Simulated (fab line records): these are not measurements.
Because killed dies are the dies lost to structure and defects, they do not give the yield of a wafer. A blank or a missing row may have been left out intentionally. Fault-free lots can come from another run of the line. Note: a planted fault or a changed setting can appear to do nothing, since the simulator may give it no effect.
fab line records	flow n5-finfet
record lots=7	wafers=21	last-day=17
route steps=1938 shown BEOL_M11@1590 BEOL_M12@1602 PASSIVATION@1936
lots untouched by any fault: they come from a run of this same line in which no faults occurred
start-h: hours from the record's opening day to when the first of the lot's shown wafers began	wait-h: hours elapsed since this lot's preceding step	" unchanged from the row above	L1.1+2: a single row standing in for several wafers	- either no value or no given start	* or withheld: withheld	< > ~ a bound
route shown NAME@n: NAME is a module with steps in the file, n the number in the route of the first one	usual: average and standard deviation across the fault-free wafers	same: alike in all rows	chamber/n: place in a boat	sites: readings site by site	_std_site: standard deviation across them	_edge_site: mean of outer sites minus mean of inner sites	radius-mm: how far each site lies from the wafer's centre	mask NAME#n: copy n	behind: tool/chamber where the wafer was last shaped	hold: what put the lot on hold/how long, in hours/how the hold closed	device: which transistor (n, p or np) failed to switch	end of line: at the end of the route, the tests of the same wafers	a step given without rows: its recipe and nothing more	killed: dies that structure and defects cost at the first sort, which is not the same as the wafer's yield	map: per-die view of a wafer (x killed, . not killed, _ where there is no die)
set.NAME: the setting that was run; set.NAME@STEP: the one run at that earlier step	model.NAME: the simulator's own value behind a step, which no gauge read
lots at some steps of the route; a table a step, a row a wafer
services: from which hour (start-h, from the record's first day; less than 0 if before it) a tool's chamber was out of use, for how many hours, and why
## steps
# step N5_BEOL_M11_ALD_74
# recipe material=TaN	target-thk-a=20	temp-c=275	ald-precursor-family=PDMAT	ald-co-reactant=NH3	pressure-torr=3	carrier-flow-sccm=1500	pulse-time-s=2	purge-time-s=3	co-reactant-purge-time-s=2	co-reactant-pulse-time-s=3	ald-cycles=40	precursor-vessel-temp-c=75	precursor-vessel-pressure-torr=26.25	precursor-vessel-carrier-sccm=1000
# usual heater-power-w=445/54	precursor-vessel-carrier-sccm=1000/3
lot.wafer	tool	chamber	start-h	wait-h	heater-power-w	precursor-vessel-carrier-sccm
L310.1	ald-metal-01	2	281.19	0.0	447	1004
L310.3	"	0	"	"	396	1000
L310.4	"	3	"	"	400	999
L314.1	ald-metal-02	3	315.10	0.0	381	1001
L314.2	"	2	"	"	418	1002
L314.3	"	1	"	"	549	1001
L315.2	ald-metal-02	0	333.85	0.0	490	1001
L315.4	"	3	"	"	380	1008
L315.6	"	3	"	"	387	1008
L318.2	ald-metal-02	2	340.11	0.1	401	1003
L318.3	"	3	"	"	390	1006
L318.5	"	3	"	"	379	1002
L319.2	ald-metal-04	2	340.17	0.0	457	997
L319.3	"	0	"	"	386	994
L319.6	"	0	"	"	393	1000
L321.2	ald-metal-04	3	348.22	0.1	438	998
L321.3	"	0	"	"	390	1003
L321.6	"	2	"	"	462	1005
L325.3	ald-metal-01	2	383.90	0.1	435	1000
L325.4	"	1	"	"	456	1002
L325.6	"	2	"	"	446	1000
# step N5_BEOL_M11_SURFACE_TREAT_76
# recipe gas=Ar	time-s=*	ion-energy-ev=*	ion-current-ma-cm2=0.5	pressure-mtorr=*	ar-flow-sccm=30
# usual throttle-valve-pct=*
lot.wafer	tool	chamber	start-h	wait-h	throttle-valve-pct
L310.1	pvd-sputter-02	-	281.61	0.3	*
L310.3	"	-	"	"	*
L310.4	"	-	"	"	*
L314.1	pvd-sputter-02	-	315.42	0.2	*
L314.2	"	-	"	"	*
L314.3	"	-	"	"	*
L315.2	pvd-sputter-02	-	334.16	0.2	*
L315.4	"	-	"	"	*
L315.6	"	-	"	"	*
L318.2	pvd-sputter-03	-	340.55	0.3	*
L318.3	"	-	"	"	*
L318.5	"	-	"	"	*
L319.2	pvd-sputter-03	-	340.59	0.3	*
L319.3	"	-	"	"	*
L319.6	"	-	"	"	*
L321.2	pvd-sputter-03	-	348.54	0.2	*
L321.3	"	-	"	"	*
L321.6	"	-	"	"	*
L325.3	pvd-sputter-03	-	384.22	0.2	*
L325.4	"	-	"	"	*
L325.6	"	-	"	"	*
# step N5_BEOL_M11_CVD_75
# recipe material=Co	target-thk-a=20	temp-c=withheld	precursor=CCTBA/H2	pressure-torr=30	time-s=138.9
# step N5_BEOL_M11_SPUTTER_48
# recipe material=Cu	target-thk-a=120	temp-c=-20	bias-v=60	power-w=26000	chamber-pressure-pa=0.13	time-s=2
# step N5_BEOL_M11_ECD_50
# recipe material=Cu	target-thk-a=3180
# step N5_BEOL_M11_ANNEAL_51
# recipe temp-c=225	time-s=90	ambient=N2
# usual anneal-temp-c=225.00/0.15	wafer_temp_C_max=225.9/0.36
lot.wafer	tool	chamber	start-h	wait-h	anneal-temp-c	wafer_temp_C_max
L310.1	rtp-anneal-01	0	282.34	0.1	225.06	226.2
L310.3	"	0	"	"	224.99	225.6
L310.4	"	0	"	"	225.03	225.4
L314.1	rtp-anneal-02	0	316.17	0.2	225.13	226.7
L314.2	"	0	"	"	225.18	226.5
L314.3	"	0	"	"	224.92	226.6
L315.2	rtp-anneal-01	0	336.21	0.1	225.13	225.4
L315.4	"	0	"	"	225.07	225.5
L315.6	"	0	"	"	225.32	225.9
L318.2	rtp-anneal-01	0	341.09	0.2	224.96	225.5
L318.3	"	0	"	"	225.13	225.6
L318.5	"	0	"	"	225.00	225.6
L319.2	rtp-anneal-02	0	341.33	0.3	225.17	226.4
L319.3	"	0	"	"	224.86	226.2
L319.6	"	0	"	"	225.09	226.8
L321.2	rtp-anneal-02	0	349.44	0.4	224.99	225.7
L321.3	"	0	"	"	225.24	226.0
L321.6	"	0	"	"	225.32	226.0
L325.3	rtp-anneal-02	0	386.18	0.1	225.09	226.4
L325.4	"	0	"	"	224.88	226.2
L325.6	"	0	"	"	224.94	225.9
# step N5_BEOL_M11_CMP_52
# recipe stop-on=SiCOH_lowk	t-overpolish-s=7	down-force-psi=1	platen-rpm=50	clearing-platen-down-force-psi=1.5	clearing-platen-rpm=50	post-cmp-clean=cu-alkaline	target-thk-nm=140	clearing-platen-pad-velocity-m-s=0.99484	pad-velocity-m-s=0.99484
# usual barrier-field-endpoint-s=29.0/0.77	clearing-platen-rpm=49.999/0.025	motor-current-A=6.1/0.41	overpolish-run-s=6.999/0.01	time-to-endpoint-s=65.8/2.8
lot.wafer	tool	chamber	start-h	wait-h	barrier-field-endpoint-s	clearing-platen-rpm	motor-current-A	overpolish-run-s	time-to-endpoint-s
L310.3	cmp-01	2	282.65	0.2	28.5	50.025	6.5	6.997	66.9
L310.4	"	3	"	"	28.4	50.006	6.1	7.010	66.7
L310.1	"	1	"	"	29.9	50.021	6.4	7.007	72.2
L314.2	cmp-01	3	316.46	0.2	28.6	49.985	6.0	6.990	65.9
L314.3	"	1	"	"	29.6	49.946	6.3	6.999	69.8
L314.1	"	2	"	"	29.0	50.005	6.2	6.987	66.0
L315.4	cmp-03	3	336.50	0.2	29.7	49.995	5.9	7.005	66.1
L315.2	"	0	"	"	29.1	49.992	5.3	6.997	64.7
L315.6	"	3	"	"	28.7	49.990	5.4	7.009	63.6
L318.2	cmp-01	2	341.34	0.2	27.9	50.005	6.5	7.000	63.9
L318.3	"	0	"	"	29.3	49.954	6.1	6.996	65.3
L318.5	"	3	"	"	28.7	49.997	6.2	7.012	63.7
L319.3	cmp-04	0	341.58	0.2	28.2	49.979	5.9	7.007	64.5
L319.2	"	3	"	"	26.7	49.998	6.5	7.000	61.1
L319.6	"	1	"	"	27.8	50.007	6.1	6.996	64.3
L321.2	cmp-03	0	349.73	0.2	28.4	50.051	5.2	7.005	63.3
L321.3	"	1	"	"	28.9	49.933	7.5	7.002	63.7
L321.6	"	3	"	"	28.3	49.997	6.0	6.992	65.5
L325.4	cmp-01	1	386.38	0.1	28.7	49.992	6.2	6.988	63.0
L325.3	"	0	"	"	29.9	49.991	5.9	6.997	66.2
L325.6	"	1	"	"	28.6	50.010	6.0	6.991	62.9
# step N5_BEOL_M11_THK_MEAS_53
# recipe thk-meas-gauge=xrf	reads=Cu_of_BEOL_M11_ECD_50
# usual M11_THK=140/3.1
lot.wafer	tool	chamber	start-h	wait-h	M11_THK[nm]
L310.1	film-metro-01	-	282.95	-	145
L310.3	"	-	"	"	139
L310.4	"	-	"	"	142
L314.1	film-metro-02	-	316.76	-	137
L314.2	"	-	"	"	140
L314.3	"	-	"	"	143
L315.2	film-metro-01	-	336.76	-	135
L315.4	"	-	"	"	136
L315.6	"	-	"	"	138
L318.2	film-metro-02	-	341.63	-	139
L318.3	"	-	"	"	141
L318.5	"	-	"	"	139
L319.2	film-metro-02	-	341.88	-	140
L319.3	"	-	"	"	141
L319.6	"	-	"	"	143
L321.2	film-metro-02	-	349.99	-	144
L321.3	"	-	"	"	139
L321.6	"	-	"	"	143
L325.3	film-metro-01	-	386.68	-	140
L325.4	"	-	"	"	140
L325.6	"	-	"	"	139
# step N5_BEOL_M11_PRE_CLEAN_55
# recipe gas=NH3	time-s=15	temp-c=withheld	rf-power-w=300
# step N5_BEOL_M11_DEP_56
# recipe material=SiCN	target-thk-a=300	temp-c=withheld	precursor=3MS/NH3	pressure-torr=3	rf-w=675	time-s=10.5
# usual showerhead-plenum-p-Torr=4.170/0.02	throttle-valve-pct=17.9/0.97
lot.wafer	tool	chamber	start-h	wait-h	showerhead-plenum-p-Torr	throttle-valve-pct
L310.1	pecvd-04	0	283.01	0.0	4.194	18.7
L310.3	"	2	"	"	4.159	18.1
L310.4	"	2	"	"	4.164	17.9
L314.1	pecvd-02	1	316.83	0.0	4.147	18.2
L314.2	"	0	"	"	4.181	17.8
L314.3	"	0	"	"	4.196	17.7
L315.2	pecvd-01	0	336.82	0.0	4.135	18.5
L315.4	"	0	"	"	4.128	18.4
L315.6	"	1	"	"	4.182	17.6
L318.2	pecvd-02	0	341.69	0.0	4.182	17.7
L318.3	"	1	"	"	4.146	17.5
L318.5	"	0	"	"	4.188	17.9
L319.2	pecvd-04	1	341.94	0.0	4.168	20.3
L319.3	"	0	"	"	4.192	18.7
L319.6	"	2	"	"	4.167	18.1
L321.2	pecvd-04	1	350.05	0.0	4.194	20.3
L321.3	"	2	"	"	4.154	18.2
L321.6	"	1	"	"	4.177	20.1
L325.3	pecvd-02	0	386.77	0.0	4.185	17.7
L325.4	"	1	"	"	4.141	18.0
L325.6	"	0	"	"	4.177	17.4
# step N5_BEOL_M11_RS_MEAS_57
# recipe thk-meas-gauge=four-point-probe	reads=Cu_of_BEOL_M11_ECD_50+Co_of_BEOL_M11_CVD_75+TaN_of_BEOL_M11_ALD_74
# usual M11_RS=0.153/0.0037
lot.wafer	tool	chamber	start-h	wait-h	M11_RS[ohm/sq]
L310.1	film-metro-02	-	283.07	0.0	0.149
L310.3	"	-	"	"	0.155
L310.4	"	-	"	"	0.151
L314.1	film-metro-02	-	316.91	0.1	0.154
L314.2	"	-	"	"	0.152
L314.3	"	-	"	"	0.149
L315.2	film-metro-01	-	336.89	0.0	0.156
L315.4	"	-	"	"	0.155
L315.6	"	-	"	"	0.154
L318.2	film-metro-02	-	341.76	0.0	0.153
L318.3	"	-	"	"	0.150
L318.5	"	-	"	"	0.153
L319.2	film-metro-02	-	342.00	0.0	0.153
L319.3	"	-	"	"	0.150
L319.6	"	-	"	"	0.149
L321.2	film-metro-01	-	350.12	0.0	0.148
L321.3	"	-	"	"	0.154
L321.6	"	-	"	"	0.150
L325.3	film-metro-01	-	386.83	0.0	0.152
L325.4	"	-	"	"	0.151
L325.6	"	-	"	"	0.153
# step N5_BEOL_M11_INSPECT_58
# recipe inspect-instrument=darkfield	mode=post-dep
# usual raw-defect-count=76/28
lot.wafer	tool	chamber	start-h	wait-h	raw-defect-count
L310.1	defect-inspect-02	-	283.10	0.0	115
L310.3	"	-	"	"	120
L310.4	"	-	"	"	76
L314.1	defect-inspect-01	-	316.94	0.0	117
L314.2	"	-	"	"	179
L314.3	"	-	"	"	105
L315.2	defect-inspect-01	-	336.91	0.0	43
L315.4	"	-	"	"	36
L315.6	"	-	"	"	47
L318.2	defect-inspect-01	-	341.78	0.0	79
L318.3	"	-	"	"	72
L318.5	"	-	"	"	67
L319.2	defect-inspect-02	-	342.03	0.0	63
L319.3	"	-	"	"	44
L319.6	"	-	"	"	52
L321.2	defect-inspect-01	-	350.14	0.0	134
L321.3	"	-	"	"	98
L321.6	"	-	"	"	95
L325.3	defect-inspect-01	-	386.86	0.0	59
L325.4	"	-	"	"	69
L325.6	"	-	"	"	58
# step N5_BEOL_M12_ILD_DEP_00
# recipe material=SiOC	target-thk-a=6589.2	temp-c=350	precursor=DEMS/O2	pressure-torr=5	rf-w=500	time-s=130.7
# usual heater-power-w=517/94	showerhead-plenum-p-Torr=5.702/0.013	susceptor-temp-C=350.01/0.19	throttle-valve-pct=11.4/0.59
lot.wafer	tool	chamber	start-h	wait-h	heater-power-w	showerhead-plenum-p-Torr	susceptor-temp-C	throttle-valve-pct
L310.1	pecvd-02	0	283.14	0.0	503	5.703	350.13	11.8
L310.3	"	1	"	"	374	5.679	349.63	12.0
L310.4	"	2	"	"	501	5.696	349.91	10.8
L314.1	pecvd-03	2	316.97	0.0	474	5.722	350.06	10.4
L314.2	"	1	"	"	585	5.711	349.92	11.8
L314.3	"	0	"	"	645	5.699	350.26	11.8
L315.2	pecvd-03	0	336.95	0.0	647	5.692	341.45	11.5
L315.4	"	0	"	"	525	5.704	341.35	11.7
L315.6	"	0	"	"	576	5.700	341.65	11.4
L318.2	pecvd-03	1	341.82	0.0	550	5.689	341.70	11.8
L318.3	"	2	"	"	415	5.709	341.66	10.3
L318.5	"	0	"	"	601	5.715	341.48	11.6
L319.2	pecvd-02	0	342.07	0.0	446	5.720	349.55	11.7
L319.3	"	2	"	"	508	5.707	349.82	11.3
L319.6	"	1	"	"	421	5.701	350.11	11.9
L321.2	pecvd-03	0	350.18	0.0	640	5.717	341.49	11.8
L321.3	"	2	"	"	457	5.719	341.52	10.4
L321.6	"	0	"	"	528	5.710	341.12	11.3
L325.3	pecvd-02	1	386.94	0.1	341	5.684	350.08	11.9
L325.4	"	0	"	"	473	5.691	350.43	11.6
L325.6	"	1	"	"	366	5.683	350.40	11.5
# step N5_BEOL_M12_THK_MEAS_01
# recipe reads=SiOC_of_BEOL_M12_ILD_DEP_00
# usual M12_ILD_THK=655/11
lot.wafer	tool	chamber	start-h	wait-h	M12_ILD_THK[nm]
L310.1	film-metro-01	-	283.27	0.1	659
L310.3	"	-	"	"	651
L310.4	"	-	"	"	662
L314.1	film-metro-01	-	317.11	0.1	645
L314.2	"	-	"	"	651
L314.3	"	-	"	"	632
L315.2	film-metro-01	-	337.13	0.1	651
L315.4	"	-	"	"	653
L315.6	"	-	"	"	654
L318.2	film-metro-02	-	341.95	0.1	675
L318.3	"	-	"	"	675
L318.5	"	-	"	"	668
L319.2	film-metro-02	-	342.20	0.1	655
L319.3	"	-	"	"	660
L319.6	"	-	"	"	671
L321.2	film-metro-02	-	350.31	0.1	648
L321.3	"	-	"	"	664
L321.6	"	-	"	"	658
L325.3	film-metro-01	-	387.08	0.1	663
L325.4	"	-	"	"	668
L325.6	"	-	"	"	657
# step N5_PASSIVATION_PROBE_49
# usual defect-limited-yield=91.5/1.7	killed_at_M0_to_M3=33/11	killed_at_M4_up=13/5.2	killed-at-contacts=11/5.7	killed-at-front-end=39/11	killed-at-other=4/3	killed-dies=101/20	killed-open=66/15	killed-short=33/8.4	sort_bin_5_function=5.0/1.1	sort_bin_6_memory=3.2/0.69	sort_bin_8_speed=0.1/0.52	sort-n-pass=1078/20	sort-yield-pct=91.4/1.7
# same gross-dies=1180	killed-at-back-side=0	sort_bin_4_leakage[%]=0
lot.wafer	tool	chamber	start-h	wait-h	defect-limited-yield[%]	killed_at_M0_to_M3	killed_at_M4_up	killed-at-contacts	killed-at-front-end	killed-at-other	killed-dies	killed-open	killed-short	sort_bin_5_function[%]	sort_bin_6_memory[%]	sort_bin_8_speed[%]	sort-n-pass	sort-yield-pct[%]
L310.1	prober-02	-	331.72	0.0	93.5	27	8	11	28	3	77	52	24	4.4	1.9	0	1103	93.5
L310.3	prober-02	-	331.82	0.1	92.9	30	7	15	32	0	84	56	22	3.7	3.1	0.1	1096	92.9
L310.4	prober-02	-	331.87	0.2	94.2	19	12	8	25	4	68	47	20	3.8	1.8	0	1112	94.2
L314.1	prober-01	-	364.11	0.0	89.6	48	13	17	44	1	123	91	30	5.4	4.6	0	1057	89.6
L314.2	prober-01	-	364.16	0.1	89.7	49	16	10	42	5	122	84	38	6.5	3.2	0	1058	89.7
L314.3	prober-01	-	364.21	0.1	90.2	45	12	10	44	5	116	86	29	6.3	3.2	0	1064	90.2
L315.6	prober-02	-	371.71	0.3	91.2	56	7	7	33	1	104	72	31	5.3	3.1	0	1076	91.2
L319.2	prober-02	-	382.07	0.1	89.7	54	14	6	46	1	121	75	46	6.0	4.1	0	1059	89.7
L319.3	prober-02	-	382.12	0.1	91.5	27	14	9	43	7	100	56	44	4.8	3.1	0	1080	91.5
L319.6	prober-02	-	382.27	0.3	91.9	43	8	9	35	1	96	62	33	4.6	3.2	0	1084	91.9
L321.2	prober-01	-	396.38	0.1	90.9	27	13	19	47	1	107	77	27	5.3	3.5	0	1073	90.9
L321.3	prober-01	-	396.43	0.1	90.3	30	6	11	68	0	115	78	35	6.1	3.1	0	1065	90.3
L321.6	prober-01	-	396.58	0.3	89.2	43	16	12	54	2	127	82	42	6.8	3.6	0	1053	89.2
# killed by level:class
L310.1 MOL_CONTACT_COAG:geometric-particle:open=10 BEOL_M3:geometric-particle:open=7 STARTING-WAFER:geometric-particle:open=7 BEOL_M3:geometric-particle:short=6 FIN_SAQP:geometric-particle:open=5 BEOL_M0_SAQP:geometric-particle:short=5 BEOL_M2:geometric-particle:open=5 STI_FIN_REVEAL:geometric-particle:open=3
L310.3 BEOL_M3:geometric-particle:open=16 MOL_CONTACT_COAG:geometric-particle:open=14 FIN_SAQP:geometric-particle:open=7 FIN_SAQP:geometric-particle:short=4 DUMMY_GATE:geometric-particle:open=4 BEOL_M0_SAQP:geometric-particle:short=3 BEOL_M2:geometric-particle:open=3 SD_EPI_P:coat-microbubble-printed=3
L310.4 MOL_CONTACT_COAG:geometric-particle:open=8 FIN_SAQP:geometric-particle:short=7 BEOL_M3:geometric-particle:open=6 BEOL_M1:geometric-particle:open=5 STI_FIN_REVEAL:geometric-particle:open=4 DUMMY_GATE:geometric-particle:open=3 BEOL_M3:geometric-particle:short=3 BEOL_M4:geometric-particle:short=3
L314.1 STI_FIN_REVEAL:geometric-particle:open=16 MOL_CONTACT_COAG:geometric-particle:open=14 BEOL_M3:geometric-particle:open=10 BEOL_M0_SAQP:geometric-particle:open=9 BEOL_M2:geometric-particle:open=8 FIN_SAQP:geometric-particle:open=7 BEOL_M0_SAQP:geometric-particle:short=6 BEOL_M4:geometric-particle:open=5
L314.2 STI_FIN_REVEAL:geometric-particle:open=14 BEOL_M2:geometric-particle:open=10 MOL_CONTACT_COAG:geometric-particle:open=9 BEOL_M1:geometric-particle:open=9 BEOL_M4:geometric-particle:open=8 BEOL_M0_SAQP:geometric-particle:short=7 BEOL_M3:geometric-particle:open=7 FIN_SAQP:geometric-particle:short=5
L314.3 STI_FIN_REVEAL:geometric-particle:open=13 BEOL_M3:geometric-particle:open=13 MOL_CONTACT_COAG:geometric-particle:open=8 BEOL_M2:geometric-particle:open=8 FIN_SAQP:geometric-particle:open=6 DUMMY_GATE:geometric-particle:open=6 BEOL_M1:geometric-particle:open=6 ILD0:geometric-particle:open=5
L315.6 STI_FIN_REVEAL:geometric-particle:open=15 BEOL_M2:geometric-particle:open=15 BEOL_M3:geometric-particle:open=14 BEOL_M0_SAQP:geometric-particle:open=10 BEOL_M0_SAQP:geometric-particle:short=6 MOL_CONTACT_COAG:geometric-particle:open=4 STI_FIN_REVEAL:geometric-particle:short=3 DUMMY_GATE:geometric-particle:short=3
L319.2 BEOL_M0_SAQP:geometric-particle:short=21 FIN_SAQP:geometric-particle:open=13 BEOL_M0_SAQP:geometric-particle:open=12 FIN_SAQP:geometric-particle:short=9 BEOL_M0:geometric-particle:open=7 BEOL_M2:geometric-particle:open=7 GATE_CUT:geometric-particle:short=6 BEOL_M5:geometric-particle:open=6
L319.3 FIN_SAQP:geometric-particle:open=12 FIN_SAQP:geometric-particle:short=11 GATE_CUT:geometric-particle:short=9 MOL_CONTACT_COAG:geometric-particle:open=8 BEOL_M2:geometric-particle:open=7 BEOL_M0_SAQP:geometric-particle:short=7 PAD_METAL:geometric-particle:short=6 BEOL_M3:geometric-particle:open=5
L319.6 BEOL_M0_SAQP:geometric-particle:open=15 BEOL_M0_SAQP:geometric-particle:short=11 FIN_SAQP:geometric-particle:short=8 MOL_CONTACT_COAG:geometric-particle:open=7 BEOL_M2:geometric-particle:open=6 FIN_SAQP:geometric-particle:open=5 BEOL_M3:geometric-particle:open=5 ILD0:geometric-particle:open=4
L321.2 STI_FIN_REVEAL:geometric-particle:open=20 MOL_CONTACT_COAG:geometric-particle:open=15 BEOL_M0_SAQP:geometric-particle:open=9 FIN_SAQP:geometric-particle:open=8 BEOL_M0_SAQP:geometric-particle:short=7 STI_FIN_REVEAL:geometric-particle:short=5 BEOL_M2:geometric-particle:open=5 MOL_CONTACT_COAG:geometric-particle:short=4
L321.3 STI_FIN_REVEAL:geometric-particle:open=31 FIN_SAQP:geometric-particle:short=11 FIN_SAQP:geometric-particle:open=10 MOL_CONTACT_COAG:geometric-particle:open=9 BEOL_M2:geometric-particle:open=6 BEOL_M0_SAQP:geometric-particle:open=6 BEOL_M0_SAQP:geometric-particle:short=5 STI_FIN_REVEAL:geometric-particle:short=4
L321.6 FIN_SAQP:geometric-particle:open=15 FIN_SAQP:geometric-particle:short=14 BEOL_M0_SAQP:geometric-particle:open=13 MOL_CONTACT_COAG:geometric-particle:open=11 BEOL_M0_SAQP:geometric-particle:short=11 BEOL_M4:geometric-particle:open=9 BEOL_M1:geometric-particle:open=5 BEOL_M2:geometric-particle:open=5
## services
tool	chamber	start-h	hours	kind
cmp-03	-	261.62	0.7	repair
pecvd-01	-	262.33	14.6	pm
cmp-03	-	272.80	6.5	pm
cmp-04	-	276.78	0.6	repair
cmp-03	-	286.88	18.2	pm
rtp-anneal-01	-	290.55	5.1	pm
cmp-01	-	294.23	3.9	repair
cmp-04	-	296.31	1.8	repair
cmp-01	-	298.98	4.0	pm
cmp-01	-	313.44	1.2	repair
pecvd-02	2	316.73	9.6	repair
ald-metal-01	2	325.11	29.9	repair
pecvd-03	1	334.05	5.2	repair
ald-metal-04	-	338.55	1.0	repair
ald-metal-01	-	339.55	6.0	pm
cmp-04	-	341.81	5.5	pm
pecvd-02	2	347.48	3.2	repair
ald-metal-01	-	350.12	1.0	repair
ald-metal-04	1	359.88	18.0	repair
cmp-01	-	367.52	13.8	pm
pecvd-03	-	369.76	1.0	repair
pecvd-03	-	370.96	1.7	repair
cmp-01	-	381.38	2.1	repair
pecvd-02	2	381.79	16.6	repair
## key
first-sign step=N5_BEOL_M12_ILD_DEP_00	reading=susceptor-temp-C	direction=down	sigmas=46	usual=*	struck=*
effect none on later readings
met-at N5_BEOL_M12_ILD_DEP_00
struck-wafers L315.2,L315.4,L315.6,L318.2,L318.3,L318.5,L321.2,L321.3,L321.6
onset-between 316.97 336.95
fault kind=process-parameter-drift	tool=pecvd-03	chamber=-	onset-h=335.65	steps=N5_BEOL_M12_ILD_DEP_00	channel=temp-c	offset=*	shape=step	end-h=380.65	acts-in=*	stated=*
